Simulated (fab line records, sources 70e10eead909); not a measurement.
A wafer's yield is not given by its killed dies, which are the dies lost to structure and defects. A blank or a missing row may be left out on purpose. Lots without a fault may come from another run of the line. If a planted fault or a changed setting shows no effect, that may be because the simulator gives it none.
Which tool did it? || flow nand harc || Sampling: 13 lots, 39 wafers, 3 of 1302 route steps

## WHAT THE GAUGES READ, wafer by wafer
NHARC_P_GATE_CD_MEAS_33. Usual: cd nm reads 120.2 nm (standard deviation 2.3).
{"lot": "L518", "measured": "day 5 01:30", "on": "cd sem-01", "cd nm (nm)": "119.0 121.6 119.8", "flag": ""}
{"lot": "L519", "measured": "day 5 11:59", "on": "cd sem-02", "cd nm (nm)": "116.8 123.0 119.7", "flag": ""}
{"lot": "L521", "measured": "day 6 02:15", "on": "cd sem-01", "cd nm (nm)": "116.5 121.8 120.0", "flag": ""}
{"lot": "L522", "measured": "day 6 20:48", "on": "cd sem-01", "cd nm (nm)": "121.5 116.0 122.4", "flag": ""}
{"lot": "L523", "measured": "day 7 02:20", "on": "cd sem-01", "cd nm (nm)": "123.9 117.6 119.1", "flag": ""}
{"lot": "L524", "measured": "day 7 13:42", "on": "cd sem-01", "cd nm (nm)": "116.6 119.6 119.4", "flag": ""}
{"lot": "L525", "measured": "day 7 18:27", "on": "cd sem-01", "cd nm (nm)": "124.6 122.4 121.8", "flag": ""}
{"lot": "L528", "measured": "day 9 09:29", "on": "cd sem-01", "cd nm (nm)": "118.4 120.9 117.6", "flag": ""}
{"lot": "L530", "measured": "day 10 02:43", "on": "cd sem-02", "cd nm (nm)": "121.9 118.2 121.2", "flag": ""}
{"lot": "L532", "measured": "day 11 06:17", "on": "cd sem-02", "cd nm (nm)": "121.8 117.2 115.6", "flag": ""}
{"lot": "L535", "measured": "day 12 07:35", "on": "cd sem-03", "cd nm (nm)": "118.9 117.7 121.4", "flag": ""}
{"lot": "L536", "measured": "day 12 09:45", "on": "cd sem-02", "cd nm (nm)": "120.7 119.5 119.4", "flag": ""}
{"lot": "L541", "measured": "day 14 21:39", "on": "cd sem-02", "cd nm (nm)": "120.3 124.7 121.3", "flag": ""}

NHARC_P_GATE_CD_MEAS_91: the cd target is 2000 nm. Usual: cd nm reads 2000.3 nm (standard deviation 2.1).
{"lot": "L518", "measured": "day 5 15:55", "on": "cd sem-03", "cd nm (nm)": "2000.2 2002.6 2003.5", "flag": ""}
{"lot": "L519", "measured": "day 6 02:11", "on": "cd sem-03", "cd nm (nm)": "2003.8 2000.8 2001.6", "flag": ""}
{"lot": "L521", "measured": "day 6 16:43", "on": "cd sem-02", "cd nm (nm)": "1998.7 1999.5 2000.0", "flag": ""}
{"lot": "L522", "measured": "day 7 11:06", "on": "cd sem-01", "cd nm (nm)": "2000.2 2002.7 2002.1", "flag": ""}
{"lot": "L523", "measured": "day 7 16:47", "on": "cd sem-03", "cd nm (nm)": "2002.9 1999.5 1997.4", "flag": ""}
{"lot": "L524", "measured": "day 8 04:04", "on": "cd sem-01", "cd nm (nm)": "2001.6 2000.8 1998.7", "flag": ""}
{"lot": "L525", "measured": "day 8 08:58", "on": "cd sem-01", "cd nm (nm)": "1998.6 1999.9 1999.7", "flag": ""}
{"lot": "L528", "measured": "day 9 23:54", "on": "cd sem-02", "cd nm (nm)": "1998.0 2001.3 1999.2", "flag": ""}
{"lot": "L530", "measured": "day 10 17:25", "on": "cd sem-01", "cd nm (nm)": "1996.8 1999.4 1999.1", "flag": ""}
{"lot": "L532", "measured": "day 11 20:30", "on": "cd sem-03", "cd nm (nm)": "2068.8 2065.4 2066.9", "flag": "OFF"}
{"lot": "L535", "measured": "day 12 22:02", "on": "cd sem-02", "cd nm (nm)": "1998.3 1999.7 1998.9", "flag": ""}
{"lot": "L536", "measured": "day 12 23:58", "on": "cd sem-03", "cd nm (nm)": "1998.1 2000.5 2002.4", "flag": ""}
{"lot": "L541", "measured": "day 15 12:08", "on": "cd sem-03", "cd nm (nm)": "2000.6 2002.1 2003.8", "flag": ""}

## EACH LOT AND THE TOOL THAT RAN IT (in order: tool; ch and the chambers of the sampled wafers; start)
{"lot": "L518", "NHARC_P_GATE_EXPOSE_88": "krf scanner-04 ch 0, day 5 15:46"}
{"lot": "L519", "NHARC_P_GATE_EXPOSE_88": "krf scanner-04 ch 0, day 6 02:02"}
{"lot": "L521", "NHARC_P_GATE_EXPOSE_88": "krf scanner-01 ch 0, day 6 16:34"}
{"lot": "L522", "NHARC_P_GATE_EXPOSE_88": "krf scanner-03 ch 0, day 7 10:57"}
{"lot": "L523", "NHARC_P_GATE_EXPOSE_88": "krf scanner-03 ch 0, day 7 16:38"}
{"lot": "L524", "NHARC_P_GATE_EXPOSE_88": "krf scanner-01 ch 0, day 8 03:55"}
{"lot": "L525", "NHARC_P_GATE_EXPOSE_88": "krf scanner-01 ch 0, day 8 08:49"}
{"lot": "L528", "NHARC_P_GATE_EXPOSE_88": "krf scanner-01 ch 0, day 9 23:44"}
{"lot": "L530", "NHARC_P_GATE_EXPOSE_88": "krf scanner-04 ch 0, day 10 17:16"}
{"lot": "L532", "NHARC_P_GATE_EXPOSE_88": "krf scanner-04 ch 0, day 11 20:21"}
{"lot": "L535", "NHARC_P_GATE_EXPOSE_88": "krf scanner-03 ch 0, day 12 21:52"}
{"lot": "L536", "NHARC_P_GATE_EXPOSE_88": "krf scanner-01 ch 0, day 12 23:47"}
{"lot": "L541", "NHARC_P_GATE_EXPOSE_88": "krf scanner-04 ch 0, day 15 11:59"}
- NHARC_P_GATE_EXPOSE_88: exposes mask P HVN, target cd 2000 nm.

## WHAT THE TOOLS THEMSELVES READ (means of the sampled wafers that have a number; where no wafer has one, the mark that the record gives instead)
The record holds no such reading with a usual standard deviation.

## THE ANSWER, worked out from the rows above alone
Rule: take the mean of a lot's wafers that have a number; if it is more than 3 standard deviations from the usual mean, the lot is off. Also off: a lot with no number at a reading for which 4 or more lots have one. All remaining lots with rows at the step are treated as sound. First the gauges in route order, then the tools' own readings, where a lot's mean is used as printed above. The first step at which some lot is off is used, and at that step the reading that is off furthest; a lot without a number counts as furthest.
Off, at NHARC_P_GATE_CD_MEAS_91 on cd nm: L532.
If a tool, at a process step before that reading, ran all the lots that are off and no sound lot after the first of them, it fits. Those tools and the gauges at NHARC_P_GATE_CD_MEAS_91 are tried in the same way. None of those tried fits.

## WHAT THE SIMULATOR HAD INSERTED
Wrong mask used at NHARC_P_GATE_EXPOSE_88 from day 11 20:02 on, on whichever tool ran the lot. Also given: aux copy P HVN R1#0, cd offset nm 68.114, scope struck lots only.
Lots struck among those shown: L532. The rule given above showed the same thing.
